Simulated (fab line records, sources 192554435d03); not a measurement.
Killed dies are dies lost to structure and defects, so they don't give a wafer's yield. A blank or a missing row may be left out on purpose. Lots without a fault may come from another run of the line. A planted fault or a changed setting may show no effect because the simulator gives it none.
Problem report in the 8D (eight disciplines) form, filled by code | flow n5_finfet | the parts of the form that need people (team, actions taken, sign-off) are left out

1. THE PROBLEM
raw_defect_count at N5_BEOL_M1_INSPECT_13 reads a mean of 771 on 6 wafers of 2 lots; wafers without a fault read 394 with a standard deviation of 87. That is +4.3 standard deviations from the usual mean.
The step: inspects for defects (brightfield).
First seen on wafer L470.1, day 10 02:15, on defect_inspect-02. The record holds 24 wafers of 8 lots with a number at this step. Rule for "out", or "out of limits": more than 4 standard deviations from the usual mean. The other wafers with a number count as sound.

2. WHAT IT IS AND WHAT IT IS NOT
question                    | is                                   | is not
which readings at this step | raw_defect_count                     | -
which lots                  | L470, L471                           | L456, L459, L463, L465, L468, L477
which wafers of those lots  | all that have a number               | -
read on which gauges        | defect_inspect-01, defect_inspect-02 | -
when                        | from day 10 02:15                    | up to then (15 sound wafers); but 3 sound wafers of L477 came after

3. SUSPECTS, AND WHAT RULES EACH OUT
Counting: a tool at a process step up to the reading stays a suspect if it ran every lot that is out and no sound lot after the first of them.
- the gauge at N5_BEOL_M1_INSPECT_13: ruled out. The wafers that are out were read on 2 gauges (defect_inspect-01, defect_inspect-02).
- pvd_sputter-03 at N5_BEOL_M1_HM_DEP_02 (deposits TiN, target thk 20 nm): kept. It ran every lot that is out, first L470 (day 10 01:46), and no sound lot after that; its last sound lot up to then is L465 (day 8 20:23).
Left after counting: pvd_sputter-03 at N5_BEOL_M1_HM_DEP_02.

4. THE CAUSE (what the simulator had put in)
Chamber particle source: pvd_sputter-03, from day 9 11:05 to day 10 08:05, at N5_BEOL_M1_HM_DEP_02. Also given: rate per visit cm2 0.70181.
Counting left only this tool.

5. THE CHAIN OF EFFECTS, in route order
Each row: a reading whose mean over the struck wafers that have a number lies more than 3 standard deviations from the usual. Only readings for which the record gives a usual standard deviation are gone through. hours: the time from each lot's start at the first step in this table that gives one to its start at this step, as a median over the lots. sigmas: the change in usual standard deviations.
hours | step                    | reading              | usual  | on struck wafers | change | sigmas
0     | N5_BEOL_M1_INSPECT_13   | raw_defect_count     | 394    | 771              | +377   | +4.3
1     | N5_BEOL_M1_INSPECT_30   | raw_defect_count     | 398    | 764              | +366   | +4.1
164   | N5_PASSIVATION_PROBE_49 | defect_limited_yield | 91.3 % | 81.1             | -10.2  | -6.8
164   | N5_PASSIVATION_PROBE_49 | killed_at_M0_to_M3   | 33     | 146              | +113   | +9.4
164   | N5_PASSIVATION_PROBE_49 | killed_dies          | 103    | 223              | +120   | +7.1
164   | N5_PASSIVATION_PROBE_49 | sort_bin_5_function  | 5.1 %  | 11.8             | +6.7   | +6.7
164   | N5_PASSIVATION_PROBE_49 | sort_n_pass          | 1077   | 957              | -120   | -7.1
164   | N5_PASSIVATION_PROBE_49 | sort_yield_pct       | 91.3 % | 81.1             | -10.2  | -6.8
The process steps in it:
- N5_PASSIVATION_PROBE_49
Later measuring or inspecting steps at which every struck wafer that the step has a row for has a number for every such reading, and none has moved that far: N5_BEOL_M4_RC_MEAS_101.

6. WHAT WOULD HAVE CAUGHT IT SOONER
In this record the first reading out of limits at a measuring or inspecting step was taken at day 10 02:15, 15 hours after the fault began at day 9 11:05.
Of the tool readings at N5_BEOL_M1_HM_DEP_02 for which the record gives a usual standard deviation, none was out on any struck wafer, so an alarm limit of 4 standard deviations on them would not have fired.
Of the lots that are out (2), L471 began N5_BEOL_M1_HM_DEP_02 on pvd_sputter-03 after day 10 02:15. A hold on the tool at that time would have spared it.
